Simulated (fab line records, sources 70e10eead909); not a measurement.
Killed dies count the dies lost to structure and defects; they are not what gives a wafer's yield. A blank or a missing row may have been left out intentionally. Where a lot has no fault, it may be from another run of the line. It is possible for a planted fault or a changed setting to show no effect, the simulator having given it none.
fab line records ; flow nandHarc
record: lots: 11; wafers: 33; lastDay: 34
route steps=1302 shown A_CONTACT@1039 END@1302
lots untouched by any fault: they come from a run of this same line in which no faults occurred
startH: hours from the record's first day to the start of the lot's first wafer shown ; waitH: how many hours have passed since the lot's step before this one ; " unchanged from the row above ; L1.1+2: a row that stands for several wafers ; - no value, or no start given ; * or withheld: withheld ; < > ~ a bound
route shown NAME@n: NAME is a module with steps in the file, n the number in the route of the first one ; usual: average and standard deviation across the fault-free wafers ; same: alike in all rows ; chamber/n: place in a boat ; sites: each site's reading ; _std_site: standard deviation of those values ; _edge_site: inner sites' mean taken away from outer sites' mean ; radiusMm: for every site, how far away it sits from the centre of the wafer ; mask NAME#n: copy n ; behind: the most recent tool/chamber to have shaped the wafer ; hold: reason for holding the lot/hours on hold/outcome of the hold ; device: the n, p or np transistor that did not switch ; end of line: the tests these same wafers got at the end of their route ; a step with no rows: only its recipe ; killed: the dies lost at the first sort to structure and to defects; this is not the yield of the wafer ; map: a wafer's dies, marking killed ones x, the rest . and places with no die _
set.NAME: the setting that was run; set.NAME@STEP: the one run at that earlier step ; model.NAME: the simulator's own value behind a step, which no gauge read
the route's steps for a sample of lots (tables are steps, rows are wafers)
services: from which hour (startH, from the record's first day; less than 0 if before it) a tool's chamber was out of use, for how many hours, and why
== steps ==
step: NHARC_A_CONTACT_CD_MEAS_69
recipe: targetCdNm: 300; landingEnergyEv: 500
usual: cdNm: 299.8/0.61
lot.wafer;tool;chamber;startH;waitH;cdNm
L871.1;cdSem-02;0;510.20;-;300.0
L871.2;cdSem-02;0;510.20;-;299.5
L871.5;cdSem-02;0;510.20;-;300.0
L872.1;cdSem-02;0;516.87;-;300.1
L872.3;cdSem-02;0;516.87;-;301.0
L872.5;cdSem-02;0;516.87;-;301.0
L874.2;cdSem-01;0;532.99;-;300.0
L874.3;cdSem-01;0;532.99;-;300.4
L874.5;cdSem-01;0;532.99;-;300.8
L876.1;cdSem-01;0;573.36;-;298.6
L876.4;cdSem-01;0;573.36;-;299.3
L876.6;cdSem-01;0;573.36;-;300.0
L880.2;cdSem-01;0;600.52;-;300.4
L880.5;cdSem-01;0;600.52;-;301.0
L880.6;cdSem-01;0;600.52;-;301.1
L879.1;cdSem-03;0;602.96;-;299.8
L879.2;cdSem-03;0;602.96;-;299.5
L879.4;cdSem-03;0;602.96;-;300.3
L881.3;cdSem-01;0;622.75;-;300.1
L881.4;cdSem-01;0;622.75;-;300.0
L881.5;cdSem-01;0;622.75;-;299.7
L882.3;cdSem-01;0;626.24;-;299.2
L882.5;cdSem-01;0;626.24;-;300.0
L882.6;cdSem-01;0;626.24;-;298.9
L890.2;cdSem-01;0;694.47;-;299.9
L890.3;cdSem-01;0;694.47;-;300.6
L890.4;cdSem-01;0;694.47;-;299.4
L889.1;cdSem-01;0;695.04;-;299.3
L889.2;cdSem-01;0;695.04;-;299.3
L889.6;cdSem-01;0;695.04;-;299.2
L892.1;cdSem-01;0;738.69;-;299.4
L892.4;cdSem-01;0;738.69;-;300.6
L892.6;cdSem-01;0;738.69;-;299.2
step: NHARC_A_CONTACT_DESCUM_74
recipe: timeS: 3; o2FlowSccm: 200; arFlowSccm: 0; biasPowerW: 0; chemistry: O2
usual: drypumpMotorCurrentA: 5.6/0.4; oesProductAu: 1.003/0.014; rfVppV: 57.9/0.83; showerheadPlenumPTorr: 1.96/0.084; throttleValvePct: 11.311/0.0094
lot.wafer;tool;chamber;startH;waitH;drypumpMotorCurrentA;oesProductAu;rfHoursCounterH;rfVppV;showerheadPlenumPTorr;throttleValvePct
L871.1;rieDiel-03;3;510.40;0.1;4.9;1.026;7;58.3;2.01;11.312
L871.2;rieDiel-03;1;510.40;0.1;5.8;1.024;4;59.0;1.83;11.296
L871.5;rieDiel-03;2;510.40;0.1;6.3;1.003;-;57.0;1.94;11.308
L872.1;rieDiel-10;2;517.07;0.1;5.7;1.001;34;58.4;1.88;11.310
L872.3;rieDiel-10;3;517.07;0.1;5.9;0.996;35;59.9;2.06;11.297
L872.5;rieDiel-10;2;517.07;0.1;5.7;0.999;-;58.0;1.88;11.301
L874.2;rieDiel-03;3;533.18;0.1;4.9;1.014;13;58.5;2.01;11.317
L874.3;rieDiel-03;0;533.18;0.1;5.5;1.002;12;57.6;2.07;11.308
L874.5;rieDiel-03;1;533.18;0.1;5.8;1.016;-;56.2;1.83;11.320
L876.1;rieDiel-11;3;573.58;0.1;6.0;1.030;39;58.1;1.89;11.314
L876.4;rieDiel-11;0;573.58;0.1;5.6;0.984;39;58.1;1.98;11.294
L876.6;rieDiel-11;2;573.58;0.1;6.1;0.986;-;56.8;2.03;11.296
L880.2;rieDiel-03;2;600.72;0.1;6.3;0.999;21;58.6;1.94;11.304
L880.5;rieDiel-03;0;600.72;0.1;5.4;1.008;-;57.8;2.07;11.312
L880.6;rieDiel-03;1;600.72;0.1;5.8;1.033;-;57.2;1.82;11.307
L879.2;rieDiel-03;0;603.14;0.1;5.4;1.001;23;57.8;2.07;11.306
L879.1;rieDiel-03;1;603.14;0.1;5.8;1.028;22;56.9;1.82;11.304
L879.4;rieDiel-03;3;603.14;0.1;4.9;1.014;24;57.8;2.01;11.327
L881.4;rieDiel-11;0;622.93;0.1;5.6;0.988;0;57.5;1.98;11.310
L881.3;rieDiel-11;3;622.93;0.1;6.0;1.020;0;57.9;1.89;11.314
L881.5;rieDiel-11;0;622.93;0.1;5.6;0.981;-;57.9;1.98;11.309
L882.3;rieDiel-03;2;626.44;0.1;6.3;0.996;26;57.8;1.94;11.317
L882.6;rieDiel-03;3;626.44;0.1;4.9;1.014;-;58.7;2.01;11.317
L882.5;rieDiel-03;0;626.44;0.1;5.4;1.000;-;58.5;2.07;11.312
L890.4;rieDiel-03;1;694.66;0.1;5.8;1.008;10;57.5;1.82;11.315
L890.2;rieDiel-03;2;694.66;0.1;6.3;1.012;11;57.7;1.93;11.307
L890.3;rieDiel-03;3;694.66;0.1;4.9;1.016;9;58.3;2.00;11.308
L889.2;rieDiel-11;3;695.24;0.1;6.0;1.004;27;58.1;1.88;11.312
L889.1;rieDiel-11;0;695.24;0.1;5.6;0.989;26;57.0;1.97;11.316
L889.6;rieDiel-11;1;695.24;0.1;5.5;0.994;-;58.6;2.03;11.324
L892.4;rieDiel-03;2;738.88;0.1;6.3;1.006;14;56.8;1.93;11.314
L892.1;rieDiel-03;3;738.88;0.1;4.9;1.021;14;57.3;2.00;11.309
L892.6;rieDiel-03;3;738.88;0.1;5.0;1.021;-;58.9;2.00;11.321
step: NHARC_A_CONTACT_ETCH_75
recipe: targetDepthA: 390; overEtchFrac: 0.3; timeS: 65; ionEnergyEv: 80; cf4FlowSccm: 150; arFlowSccm: 0; rfW: 300; biasW: 100; chemistry: CF4
usual: drypumpMotorCurrentA: 5.7/0.4; oesProductAu: 1.003/0.014; rfFwdPowerW: 297.5/1.2; rfVppV: 151.7/1.3; showerheadPlenumPTorr: 1.81/0.072; throttleValvePct: 13.283/0.0093
lot.wafer;tool;chamber;startH;waitH;drypumpMotorCurrentA;oesProductAu;rfFwdPowerW;rfHoursCounterH;rfVppV;showerheadPlenumPTorr;throttleValvePct
L871.2;rieDiel-03;3;510.48;0.1;4.9;1.018;298.1;7;154.4;1.85;13.290
L871.1;rieDiel-03;1;510.48;0.1;5.8;1.007;297.3;4;151.5;1.70;13.291
L871.5;rieDiel-03;3;510.48;0.1;4.9;1.015;297.8;-;152.2;1.85;13.298
L872.3;rieDiel-10;2;517.15;0.1;5.7;0.992;298.0;34;150.3;1.74;13.268
L872.1;rieDiel-10;1;517.15;0.1;5.2;0.989;297.1;19;151.5;1.79;13.298
L872.5;rieDiel-10;3;517.15;0.1;5.9;0.988;297.9;-;154.2;1.90;13.287
L874.2;rieDiel-03;3;533.27;0.1;4.9;1.012;300.5;13;152.4;1.85;13.280
L874.3;rieDiel-03;0;533.27;0.1;5.5;0.999;296.6;12;151.4;1.90;13.281
L874.5;rieDiel-03;3;533.27;0.1;4.9;1.018;298.8;-;151.2;1.85;13.273
L876.1;rieDiel-11;1;573.65;0.1;5.5;0.975;298.3;40;153.0;1.88;13.283
L876.4;rieDiel-11;3;573.65;0.1;6.1;1.032;298.4;39;151.3;1.75;13.284
L876.6;rieDiel-11;1;573.65;0.1;5.5;0.976;298.5;-;152.8;1.88;13.278
L880.2;rieDiel-03;3;600.80;0.1;4.9;1.010;299.1;23;151.0;1.85;13.302
L880.6;rieDiel-03;2;600.80;0.1;6.3;0.990;297.4;-;150.7;1.79;13.300
L880.5;rieDiel-03;3;600.80;0.1;4.9;1.000;300.2;-;152.9;1.85;13.278
L879.1;rieDiel-03;0;603.23;0.1;5.4;0.998;296.3;23;152.5;1.90;13.295
L879.2;rieDiel-03;2;603.23;0.1;6.3;1.001;299.0;22;151.4;1.79;13.289
L879.4;rieDiel-03;3;603.23;0.1;4.9;1.018;300.1;24;151.6;1.85;13.289
L881.4;rieDiel-11;0;623.02;0.1;5.6;0.997;296.3;0;151.9;1.82;13.304
L881.3;rieDiel-11;1;623.02;0.1;5.5;1.002;296.5;0;152.6;1.88;13.284
L881.5;rieDiel-11;0;623.02;0.1;5.6;0.983;297.6;-;151.1;1.82;13.286
L882.3;rieDiel-03;0;626.50;0.1;5.4;1.004;297.2;26;153.7;1.90;13.295
L882.6;rieDiel-03;0;626.50;0.1;5.4;1.006;296.2;-;153.4;1.90;13.298
L882.5;rieDiel-03;1;626.50;0.1;5.8;1.031;298.6;-;151.0;1.69;13.289
L890.2;rieDiel-03;1;694.73;0.1;5.8;0.996;296.6;10;149.8;1.69;13.285
L890.4;rieDiel-03;2;694.73;0.1;6.3;1.003;297.6;11;153.2;1.78;13.290
L890.3;rieDiel-03;3;694.73;0.1;4.9;1.023;298.0;9;152.4;1.84;13.272
L889.2;rieDiel-11;0;695.32;0.1;5.6;0.978;296.7;26;151.2;1.82;13.283
L889.1;rieDiel-11;1;695.32;0.1;5.5;0.988;297.4;27;153.5;1.87;13.284
L889.6;rieDiel-11;3;695.32;0.1;6.0;1.011;297.4;-;150.4;1.74;13.267
L892.1;rieDiel-03;0;738.96;0.1;5.5;1.005;295.8;13;151.3;1.90;13.299
L892.4;rieDiel-03;1;738.96;0.1;5.8;0.993;296.2;15;149.6;1.69;13.275
L892.6;rieDiel-03;0;738.96;0.1;5.5;1.004;295.8;-;153.6;1.90;13.279
step: NHARC_A_CONTACT_ETCH_76
recipe: targetDepthA: 2600; overEtchFrac: 0.3; timeS: 475.3; ionEnergyEv: 200; n2FlowSccm: 150; h2FlowSccm: 150; arFlowSccm: 0; rfW: 400; biasW: 150; chemistry: N2/H2
usual: drypumpMotorCurrentA: 5.7/0.43; h2FlowSccm: 150.0/0.49; oesProductAu: 1.003/0.013; rfFwdPowerW: 399.3/1.3; rfVppV: 431.8/2.5; showerheadPlenumPTorr: 2.09/0.087; throttleValvePct: 14.172/0.009
lot.wafer;tool;chamber;startH;waitH;drypumpMotorCurrentA;h2FlowSccm;oesProductAu;rfFwdPowerW;rfHoursCounterH;rfVppV;showerheadPlenumPTorr;throttleValvePct
L871.1;rieDiel-03;3;510.56;-;4.9;149.2;1.013;401.0;7;432.7;2.15;14.163
L871.2;rieDiel-03;0;510.56;-;5.5;151.0;1.011;396.9;7;435.1;2.22;14.180
L871.5;rieDiel-03;3;510.56;-;4.9;149.8;1.017;400.1;-;434.3;2.15;14.169
L872.3;rieDiel-10;1;517.24;-;5.2;149.8;0.995;398.5;19;433.1;2.07;14.170
L872.1;rieDiel-10;2;517.24;-;5.7;149.7;0.994;401.9;35;429.3;2.00;14.171
L872.5;rieDiel-10;1;517.24;-;5.1;150.2;0.988;398.1;-;432.2;2.07;14.145
L874.3;rieDiel-03;0;533.37;-;5.4;150.1;1.007;398.7;12;436.3;2.21;14.165
L874.2;rieDiel-03;1;533.37;-;5.8;150.9;1.031;396.0;10;428.3;1.94;14.166
L874.5;rieDiel-03;0;533.37;-;5.5;150.8;1.008;400.2;-;434.4;2.21;14.173
L876.1;rieDiel-11;1;573.77;-;5.5;150.4;0.982;399.5;40;434.8;2.18;14.168
L876.4;rieDiel-11;2;573.77;-;6.1;150.7;0.986;398.4;39;434.2;2.17;14.176
L876.6;rieDiel-11;1;573.77;-;5.5;149.8;0.984;399.3;-;435.2;2.18;14.169
L880.2;rieDiel-03;2;600.92;-;6.3;151.1;1.005;400.4;21;432.1;2.07;14.179
L880.6;rieDiel-03;1;600.92;-;5.8;149.9;1.024;398.6;-;427.1;1.94;14.170
L880.5;rieDiel-03;2;600.92;-;6.3;150.4;0.992;401.0;-;431.9;2.07;14.170
L879.2;rieDiel-03;2;603.32;-;6.3;149.7;0.996;398.4;22;432.7;2.06;14.163
L879.4;rieDiel-03;0;603.32;-;5.5;149.7;1.002;399.5;23;433.9;2.21;14.172
L879.1;rieDiel-03;1;603.32;-;5.8;150.1;1.036;402.1;22;427.6;1.94;14.188
L881.4;rieDiel-11;1;623.11;-;5.5;150.3;0.995;400.8;1;434.8;2.18;14.165
L881.3;rieDiel-11;2;623.11;-;6.2;149.5;1.001;398.8;1;434.3;2.16;14.176
L881.5;rieDiel-11;1;623.11;-;5.5;149.7;0.992;400.5;-;434.3;2.18;14.168
L882.3;rieDiel-03;2;626.60;-;6.3;149.9;0.997;398.6;26;432.1;2.06;14.179
L882.6;rieDiel-03;2;626.60;-;6.3;150.3;0.990;398.2;-;432.0;2.06;14.183
L882.5;rieDiel-03;3;626.60;-;4.9;150.5;1.012;400.9;-;434.4;2.14;14.189
L890.3;rieDiel-03;2;694.82;-;6.3;150.2;1.013;400.6;11;430.4;2.06;14.168
L890.2;rieDiel-03;3;694.82;-;4.9;150.2;1.029;400.7;9;434.8;2.14;14.189
L890.4;rieDiel-03;1;694.82;-;5.8;149.3;1.003;398.7;10;427.1;1.94;14.161
L889.1;rieDiel-11;3;695.44;-;6.0;149.6;1.005;401.7;27;431.0;2.00;14.174
L889.2;rieDiel-11;0;695.44;-;5.6;149.9;0.802;399.2;26;432.0;2.10;14.181
L889.6;rieDiel-11;3;695.44;-;6.1;149.6;1.001;401.6;-;428.5;2.00;14.171
L892.1;rieDiel-03;1;739.12;-;5.8;149.5;0.995;400.0;15;428.2;1.93;14.180
L892.4;rieDiel-03;2;739.12;-;6.3;150.7;1.000;398.3;14;431.0;2.06;14.178
L892.6;rieDiel-03;0;739.12;-;5.5;149.9;1.008;400.0;-;432.3;2.20;14.187
step: NHARC_END_SORT_01
recipe: tempC: 25
usual: killedAtArray: 56/17; killedAtOther: 0.9/1.2; killedAtPeriphery: 3.9/2.5; killedDies: 61/17; killedOpen: 3.2/1.8; killedShort: 2.7/1.7
same: grossDies: 677
lot.wafer;tool;chamber;startH;waitH;killedAtArray;killedAtOther;killedAtPeriphery;killedDies;killedOpen;killedShort
L889.1;prober-01;0;752.19;2.5;64;1;1;66;2;2
L889.2;prober-01;0;752.97;2.8;652;0;1;653;5;1
L889.6;prober-01;0;756.13;3.9;43;2;4;49;5;4
killed by level:class
L889.1 A_CHANNEL_HOLE_D2:chamberFilmFlake=32 A_CHANNEL_HOLE_D1:chamberFilmFlake=14 A_SLIT:chamberFilmFlake=4 A_DECK1_JOINT:chamberFilmFlake=3 A_STAIRCASE:chamberFilmFlake=3 A_CONTACT:chamberFilmFlake=3 A_ONON_D1:geometricParticle:short=1 A_DECK1_JOINT:geometricParticle:open=1
L889.2 A_CONTACT:areaEtch=600 A_CHANNEL_HOLE_D1:chamberFilmFlake=19 A_CHANNEL_HOLE_D2:chamberFilmFlake=13 A_DECK1_JOINT:chamberFilmFlake=5 A_STAIRCASE:chamberFilmFlake=4 A_SLIT:chamberFilmFlake=3 A_ONON_D2:geometricParticle:open=2 A_ONON_D1:geometricParticle:short=1
L889.6 A_CHANNEL_HOLE_D2:chamberFilmFlake=13 A_SLIT:chamberFilmFlake=8 A_CHANNEL_HOLE_D1:chamberFilmFlake=7 A_ZERO_WELL:chamberFilmFlake=2 A_CHANNEL_FILL_D1:chamberFilmFlake=2 A_STAIRCASE:chamberFilmFlake=2 A_WL_FILL:chamberFilmFlake=2 P_STI:geometricParticle:open=1
== services ==
tool;chamber;startH;hours;kind
rieDiel-03;0;491.83;-;clean
rieDiel-03;1;491.83;-;clean
rieDiel-03;2;491.83;-;clean
rieDiel-03;3;491.83;-;clean
rieDiel-03;0;516.33;-;clean
rieDiel-03;1;516.33;-;clean
rieDiel-03;2;516.33;-;clean
rieDiel-03;3;516.33;-;clean
rieDiel-11;0;520.39;3.2;repair
rieDiel-03;2;530.60;5.0;repair
rieDiel-03;0;540.83;-;clean
rieDiel-03;1;540.83;-;clean
rieDiel-03;2;540.83;-;clean
rieDiel-03;3;540.83;-;clean
rieDiel-10;-;596.86;9.0;pm
rieDiel-11;-;609.89;9.0;pm
rieDiel-03;-;635.30;9.0;pm
rieDiel-11;-;640.23;0.9;repair
rieDiel-11;2;649.12;6.7;repair
rieDiel-03;3;662.92;3.0;repair
rieDiel-11;2;673.69;7.5;repair
rieDiel-11;3;714.27;8.0;repair
rieDiel-03;2;723.60;6.0;repair
rieDiel-10;3;734.25;3.3;repair
== key ==
firstSign: step: NHARC_A_CONTACT_ETCH_76; reading: oesProductAu; direction: down; sigmas: 16; usual: 1.003; struck: 0.802
effect: step: NHARC_END_SORT_01; reading: killedAtArray; direction: up; sigmas: 35; usual: 56; struck: 652
moreKillsBornAt: NHARC_A_CONTACT_ETCH_76@rieDiel-11: 600
metAt NHARC_A_CONTACT_ETCH_76
struckLots L889
struckWafers L889.2
laterRowsLeftOut L889.2
testerLeftOut L889
notActingAt NHARC_A_CONTACT_CD_MEAS_69,NHARC_A_CONTACT_DESCUM_74,NHARC_A_CONTACT_ETCH_75
fault: kind: processParameterDrift; tool: rieDiel-11; chamber: 0; onsetH: 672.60; steps: NHARC_A_CONTACT_ETCH_76; channel: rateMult; offset: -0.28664; shape: step; endH: 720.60
testerLeftOut: of these lots the tester's yield and bins aren't shown, on N5 and GAA mostly nor the transistor test; their killed dies are dies lost to structure and defects alone, not to doping, threshold or leakage, so they don't give the yield
laterRowsLeftOut: the simulator's readings of these wafers behind a module that went badly wrong aren't trusted and aren't shown, but for the sort
